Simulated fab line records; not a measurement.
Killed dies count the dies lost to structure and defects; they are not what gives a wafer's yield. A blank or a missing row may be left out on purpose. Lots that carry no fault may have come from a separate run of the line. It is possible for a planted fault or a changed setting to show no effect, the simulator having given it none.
The tool behind it: which one? + flow nand harc + 72 wafers from 24 lots sampled at 2 of the route's 1302 steps

## WHAT THE GAUGES SHOWED, per wafer
NHARC_P_ZERO_WELL_CD_MEAS_24: target cd 720 nm. Usual: 720.1 nm for cd nm, sd 2.6.
| lot  | measured     | on        | cd nm (nm)        | flag |
|------|--------------|-----------|-------------------|------|
| L074 | day 1 22:31  | cd sem-02 | 724.9 718.4 721.3 |      |
| L075 | day 2 08:20  | cd sem-01 | 725.6 718.6 719.1 |      |
| L076 | day 2 18:27  | cd sem-03 | 719.9 717.5 719.1 |      |
| L077 | day 3 04:35  | cd sem-02 | 720.4 721.3 716.8 |      |
| L078 | day 3 14:28  | cd sem-02 | 722.8 716.4 718.3 |      |
| L079 | day 4 00:20  | cd sem-02 | 717.7 720.0 720.5 |      |
| L080 | day 4 10:47  | cd sem-03 | 721.2 717.6 719.3 |      |
| L081 | day 4 20:35  | cd sem-02 | 725.6 723.4 725.1 |      |
| L082 | day 5 06:37  | cd sem-02 | 719.3 720.1 720.7 |      |
| L083 | day 5 16:29  | cd sem-01 | 724.0 717.4 719.2 |      |
| L084 | day 6 02:40  | cd sem-01 | 722.5 726.6 720.9 |      |
| L085 | day 6 12:27  | cd sem-03 | 719.7 719.9 726.1 |      |
| L086 | day 6 22:27  | cd sem-01 | 716.1 716.6 719.1 |      |
| L087 | day 7 08:20  | cd sem-02 | 718.2 721.3 724.6 |      |
| L088 | day 7 18:38  | cd sem-02 | 719.4 720.1 723.7 |      |
| L089 | day 8 04:31  | cd sem-02 | 721.3 723.8 719.2 |      |
| L090 | day 8 15:15  | cd sem-03 | 717.0 718.5 719.6 |      |
| L091 | day 9 00:29  | cd sem-01 | 720.2 721.3 720.6 |      |
| L092 | day 9 10:31  | cd sem-01 | 720.5 722.0 719.6 |      |
| L093 | day 9 20:35  | cd sem-02 | 719.3 717.3 720.2 |      |
| L094 | day 10 06:37 | cd sem-02 | 718.6 719.1 718.9 |      |
| L095 | day 10 16:29 | cd sem-01 | 720.1 721.0 722.4 |      |
| L096 | day 11 02:35 | cd sem-03 | 716.0 718.9 719.3 |      |
| L097 | day 11 12:35 | cd sem-01 | 721.4 722.4 717.6 |      |

NHARC_P_GATE_INSPECT_28. Usual: 6.2 for raw defect count, sd 2.7.
| lot  | measured     | on                | raw defect count | flag |
|------|--------------|-------------------|------------------|------|
| L074 | day 5 10:01  | defect inspect-02 | 8 7 6            |      |
| L075 | day 5 16:53  | defect inspect-02 | 7 10 12          |      |
| L076 | day 6 06:19  | defect inspect-02 | 5 9 8            |      |
| L077 | day 6 13:50  | defect inspect-01 | 4 8 4            |      |
| L078 | day 6 20:20  | defect inspect-02 | 6 3 8            |      |
| L079 | day 6 23:33  | defect inspect-01 | 3 6 6            |      |
| L080 | day 7 11:13  | defect inspect-02 | 2 3 10           |      |
| L081 | day 8 00:20  | defect inspect-01 | 7 9 9            |      |
| L082 | day 8 07:13  | defect inspect-01 | 7 8 8            |      |
| L083 | day 9 02:50  | defect inspect-01 | 7 9 9            |      |
| L084 | day 9 06:24  | defect inspect-02 | 5 4 9            |      |
| L085 | day 9 18:25  | defect inspect-01 | 8 7 5            |      |
| L086 | day 9 23:34  | defect inspect-02 | 2 6 6            |      |
| L087 | day 10 18:18 | defect inspect-02 | 2 8 2            |      |
| L088 | day 11 08:17 | defect inspect-01 | 10 8 5           |      |
| L089 | day 11 08:08 | defect inspect-01 | 6 8 3            |      |
| L090 | day 12 09:35 | defect inspect-02 | 3 3 2            |      |
| L091 | day 12 08:38 | defect inspect-01 | 8 7 10           |      |
| L092 | day 12 19:13 | defect inspect-02 | 9 5 6            |      |
| L093 | day 13 03:10 | defect inspect-02 | 9 11 14          |      |
| L094 | day 14 00:17 | defect inspect-02 | 11 6 4           |      |
| L095 | day 13 23:56 | defect inspect-02 | 8 4 8            |      |
| L096 | day 14 02:23 | defect inspect-02 | 6 8 5            |      |
| L097 | day 14 15:35 | defect inspect-01 | 6 7 7            |      |

## EACH LOT AND THE TOOL THAT RAN IT (in order: tool; ch and the chambers of the sampled wafers; start)
Record: no process step prior to these readings.

## AS READ BY THE TOOLS THEMSELVES (means over the sampled wafers that have a number; for cases with no such wafer, the mark the record gives instead)
The record holds no such reading with a usual standard deviation.

## THE ANSWER, worked out from the rows above alone
Rule: a lot counts as off when the mean over its wafers that have a number is more than 3 standard deviations away from the usual mean. A lot without any number at a reading at which 4 lots or more have one is off too. Any other lot the step has rows for is counted as sound. The gauges are gone through in route order, then the tools' own readings, and for those a lot's mean is taken as printed above. The first step at which some lot is off is used, and at that step the reading that is off furthest; a lot without a number counts as furthest.
None of the lots is off at any reading shown; this tells nothing.

## WHAT HAD BEEN PUT IN BY THE SIMULATOR
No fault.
